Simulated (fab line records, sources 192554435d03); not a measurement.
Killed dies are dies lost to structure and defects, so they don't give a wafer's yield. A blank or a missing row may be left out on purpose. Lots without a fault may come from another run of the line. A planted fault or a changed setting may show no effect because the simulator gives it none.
A struck lot beside a sound one | flow n5_finfet | 37 steps out of a route of 1938
Sound: wafers L239.1, L239.5, L239.6. Struck: wafer L247.1. (L247.2, L247.5 of the same lot were not struck and are left out.) The cause comes at the end.
At each step with rows: each side's tool, then ch and its chambers, then its first start. Under that, the readings that differ: sound wafers | struck wafers | difference of the means | sigmas: that difference in standard deviations of wafers without a fault.
alike: readings whose means differ by less than 2 such deviations, and words and numbers that are the same on both sides. not compared: withheld readings, readings that some wafer has no value for, bounds like >300 that may hide the same value, and numbers for which the record gives no deviation and whose values overlap.
The two part at a step that has a row with sigmas, a row that says differs or no value, or rows on one side only. Numbers that don't overlap but have no deviation are shown without sigmas and don't part them. A reading that every wafer of one side lacks parts them only if that side has two wafers or more.

first, 9 steps without rows for these wafers: N5_SDB_EXPOSE_08 (exposes mask SDB); N5_SDB_PEB_09 (peb time 60 s); N5_SDB_DEVELOP_10 (develop time 30 s); N5_SDB_DESCUM_16 (chemistry O2, time 7.9 s); N5_SDB_ETCH_17 (etches SiARC in CF4, target depth 23.4 nm, time 39 s); N5_SDB_ETCH_18 (etches SOC in N2/H2, target depth 100 nm, overetch 20 nm, time 150 s); N5_SDB_STRIP_19 (strips in N2/H2); N5_SDB_STRIP_21 (strips in CF4); N5_SDB_HM_OPEN_20 (chemistry CH3F/O2, target SiNx, stops on poly-Si, target depth 24 nm).
N5_SDB_STRIP_22: strips in N2/H2.
  sound on plasma_asher-02 ch 0,1, day 5 06:58; struck on plasma_asher-02 ch 1, day 7 14:23
  alike: drypump_motor_current_A, h2_flow_sccm, heater_power_w, oes_product_au, strip_time_to_endpoint_s
  not compared: rf_hours_counter_h
then, 26 steps without rows for these wafers: N5_SDB_PRECLEAN_23 (cleans in dHF, time 30 s); N5_SDB_DUMMY_REMOVE_24 (chemistry TMAH, target poly-Si, stops on SiO2, target depth 142 nm, time 57 s, rinse time 30 s); N5_SDB_ETCH_25 (etches SiO2 in C4F6/O2, target depth 10 nm, time 3.3 s); N5_SDB_CUT_ETCH_26 (etches Si in HBr/Cl2/O2, target depth 129.6 nm, bt time 20 s, time 51.8 s); N5_SDB_PRECLEAN_38 (cleans in dHF, time 10 s); N5_SDB_PRECLEAN_39 (cleans in O3/DIW, time 45 s); N5_SDB_SRD_28 (time 30 s); N5_SDB_ALD_29 (deposits SiNx, target thk 30 nm, pulse time 1 s, ald cycles 600); N5_SDB_CMP_30 (polishes, stops on poly-Si, t overpolish 1.54 s, target thk 30 nm); N5_DUMMY_REMOVAL_HM_STRIP_01 (strips SiNx in CH3F/O2, stops on poly-Si, target depth 4 nm, time 6.8 s); N5_DUMMY_REMOVAL_STRIP_10 (strips in N2/H2, time 40 s); N5_DUMMY_REMOVAL_PRECLEAN_07 (cleans in dHF, time 30 s); N5_DUMMY_REMOVAL_DUMMY_REMOVE_02 (chemistry TMAH, target poly-Si, stops on SiO2, target depth 142 nm, time 57 s, rinse time 30 s); N5_DUMMY_REMOVAL_PRECLEAN_08 (cleans in NF3:NH3, afs cycles 2, time 20 s, sublimation time 60 s); N5_DUMMY_REMOVAL_PRECLEAN_04 (cleans in DHF, time 37 s); N5_DUMMY_REMOVAL_SRD_05 (time 30 s); N5_HKMG_FIN_IL_REGROW_00 (material SiO2, chemistry O3, target thk 0.75 nm, time 30 s); N5_HKMG_FIN_HK_ALD_01 (deposits HfO2, target thk 1.6 nm, pulse time 3 s, purge time 3 s); N5_HKMG_FIN_HK_ANNEAL_02 (time 30 s); N5_HKMG_FIN_ALD_74 (deposits La2O3, target thk 0.5 nm, pulse time 6 s, co reactant pulse time 1 s); N5_HKMG_FIN_ALD_75 (deposits Al2O3, target thk 1 nm, co reactant pulse time 1 s); N5_HKMG_FIN_COAT_41 (time 60 s, resist thk 300 nm); N5_HKMG_FIN_COAT_42 (time 60 s, resist thk 35 nm); N5_HKMG_FIN_COAT_43 (resist thk 90 nm); N5_HKMG_FIN_EBR_45; N5_HKMG_FIN_SOFTBAKE_44 (time 60 s).
-- the record jumps here: 8 days lie between the struck wafers' starts before and after (it left off in module HKMG_FIN and takes up again in module PASSIVATION, whose first step shown is number 1936 of the route) --
N5_PASSIVATION_PROBE_49:
  sound on prober-01, day 13 10:58; struck on prober-02, day 15 06:12
  reading                  | sound | struck | difference | sigmas
  defect_limited_yield (%) | 90.8  | 83.4   | -7.4       | -5
  killed_at_front_end      | 34    | 122    | +88        | +7
  killed_dies              | 108   | 196    | +88        | +5
  sort_bin_5_function (%)  | 6.2   | 11.4   | +5.2       | +5
  sort_n_pass              | 1072  | 984    | -88        | -5
  sort_yield_pct (%)       | 90.8  | 83.4   | -7.4       | -5
  alike: killed_at_M0_to_M3, killed_at_M4_up, killed_at_contacts, killed_at_other, killed_open, killed_short, sort_bin_6_memory

WHERE THEY PART
Only at N5_PASSIVATION_PROBE_49, within this record.

WHY: what the simulator had put in
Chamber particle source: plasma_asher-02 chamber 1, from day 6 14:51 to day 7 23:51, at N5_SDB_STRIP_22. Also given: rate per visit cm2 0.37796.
